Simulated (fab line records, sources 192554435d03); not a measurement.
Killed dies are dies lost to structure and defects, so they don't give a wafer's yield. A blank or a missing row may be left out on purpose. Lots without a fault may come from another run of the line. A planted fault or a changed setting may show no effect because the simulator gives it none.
Which tool did it? | flow n5_finfet | 9 lots, 27 wafers sampled, at 5 steps of a route of 1938

WHAT THE GAUGES READ, wafer by wafer
N5_MOL_CONTACT_COAG_OVL_MEAS_41.
lot  | measured     | on         | VD_OVL (nm)
L075 | day 5 09:28  | overlay-02 | -0.4 0.2 1.2
L077 | day 5 19:23  | overlay-02 | 0.8 1.6 0.6
L079 | day 6 09:35  | overlay-01 | 0.1 1.6 0.9
L081 | day 7 01:23  | overlay-02 | 1.3 1.0 -0.1
L084 | day 7 14:22  | overlay-02 | -0.1 -0.8 0.9
L087 | day 8 10:33  | overlay-01 | 0.8 1.6 1.1
L090 | day 9 06:08  | overlay-02 | 1.3 -1.1 -0.6
L094 | day 10 06:19 | overlay-01 | 1.1 1.3 1.4
L096 | day 10 19:04 | overlay-02 | 0.6 0.7 1.0

WHICH TOOL RAN EACH LOT (tool, then ch and the chambers of the sampled wafers, then the start)
lot  | N5_GATE_CUT_CUT_ETCH_55           | N5_MOL_CONTACT_COAG_ETCH_105      | N5_MOL_CONTACT_COAG_ETCH_106      | N5_MOL_CONTACT_COAG_ETCH_110
L075 | rie_metal-03 ch 0, day 4 16:17    | rie_diel-03 ch 0,2,3, day 4 19:51 | rie_diel-03 ch 0,2,3, day 4 19:53 | rie_diel-03 ch 0,2,3, day 4 20:05
L077 | rie_metal-02 ch 0,1, day 5 06:35  | rie_diel-03 ch 0,2, day 5 09:54   | rie_diel-03 ch 0,2, day 5 09:56   | rie_diel-03 ch 0,2, day 5 10:08
L079 | rie_metal-02 ch 0,1, day 5 19:17  | rie_diel-03 ch 0,2, day 5 22:47   | rie_diel-03 ch 0,2, day 5 22:49   | rie_diel-03 ch 0,2, day 5 23:00
L081 | rie_metal-01 ch 0,1, day 6 11:19  | rie_diel-06 ch 0,3, day 6 15:03   | rie_diel-06 ch 0,3, day 6 15:05   | rie_diel-06 ch 0,3, day 6 15:17
L084 | rie_metal-03 ch 0,1, day 7 00:28  | rie_diel-06 ch 0,1, day 7 03:55   | rie_diel-06 ch 0,1, day 7 03:56   | rie_diel-06 ch 0,1, day 7 04:08
L087 | rie_metal-03 ch 0,1, day 7 20:22  | rie_diel-06 ch 0,1,2, day 7 23:49 | rie_diel-06 ch 0,1,2, day 7 23:50 | rie_diel-06 ch 0,1,2, day 8 00:02
L090 | rie_metal-01 ch 0,1, day 8 15:40  | rie_diel-01 ch 0,2,3, day 8 19:07 | rie_diel-01 ch 0,2,3, day 8 19:09 | rie_diel-01 ch 0,2,3, day 8 19:21
L094 | rie_metal-02 ch 0,1, day 9 14:43  | rie_diel-01 ch 0,2,3, day 9 18:10 | rie_diel-01 ch 0,2,3, day 9 18:11 | rie_diel-01 ch 0,2,3, day 9 18:23
L096 | rie_metal-02 ch 0,1, day 10 01:53 | rie_diel-06 ch 0,3, day 10 05:13  | rie_diel-06 ch 0,3, day 10 05:14  | rie_diel-06 ch 0,3, day 10 05:26
- N5_GATE_CUT_CUT_ETCH_55: etches HfO2 in BCl3, target depth 3.2 nm.
- N5_MOL_CONTACT_COAG_ETCH_105: etches SiARC in CF4, target depth 15.6 nm, time 26 s.
- N5_MOL_CONTACT_COAG_ETCH_106: etches SOC in N2/H2, target depth 80 nm, overetch 16 nm, time 120 s.
- N5_MOL_CONTACT_COAG_ETCH_110: etches Si in CF4/O2, target depth 2.5 nm, time 8 s.

THE ANSWER, worked out from the rows above alone
Rule: what is usual is taken from the lots themselves. Put in order of their means at a reading, lots are off if they are a third of the lots or fewer, leave a main group of 4 or more, and stand apart from it by a gap of 3 or more times the standard deviation of the main group's means; of several such gaps the widest counts. A main group whose means are all the same, to the digits that the tables above print for the reading, isn't used. A lot without any number at a reading at which 4 lots or more have one is off too. The other lots that the step has rows for count as sound.
No lot is off at any reading shown: from this, nothing can be told.

WHAT THE SIMULATOR HAD PUT IN
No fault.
